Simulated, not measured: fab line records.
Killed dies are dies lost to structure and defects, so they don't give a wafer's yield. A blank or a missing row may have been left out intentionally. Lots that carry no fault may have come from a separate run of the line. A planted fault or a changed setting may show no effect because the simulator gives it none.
Chamber matching ; flow n5Finfet ; 4 sister chambers for N5_GATE_CUT_ETCH_19 on rieDiel-06
The step etches SiNx in CH3F/O2, target depth 53.7 nm, time 76.7 s. 4 wafers are shown with their chamber, then 7 later ones without.

== WAFERS WITH THEIR CHAMBER ==
wafer;chamber;throttleValvePct (%)
L083.2;0;16.42
L084.3;2;16.63
L084.6;1;16.35
L087.5;3;16.06

== WAFERS MISSING THEIR CHAMBER ==
wafer;throttleValvePct (%)
L087.6;16.36
L088.3;16.46
L088.4;16.64
L088.6;16.45
L095.1;16.67
L095.3;16.10
L095.5;16.07

== WHICH CHAMBER EACH WENT THROUGH ==
wafer;from the rows above;in truth
L087.6;can't be placed: 1 or 0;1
L088.3;0;0
L088.4;2;2
L088.6;0;0
L095.1;2;2
L095.3;3;3
L095.5;3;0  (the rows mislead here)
5 of 7 placed correctly. Unplaceable from these rows: 1, with the true chamber sitting among the candidates in 1. Placed wrongly: 1.
How it was worked out, from the rows above alone: a wafer's distance from a chamber is the root of the sum, over the readings, of the square of ((its reading less the chamber's mean) divided by the reading's scatter). If the next closest chamber is less than 2 further off than the closest, the wafer can't be placed; otherwise it belongs to the closest. A chamber's mean is the mean of its shown wafers. The scatter: root of mean squared gap, hidden wafer to nearest shown wafer, with one shown wafer a chamber.
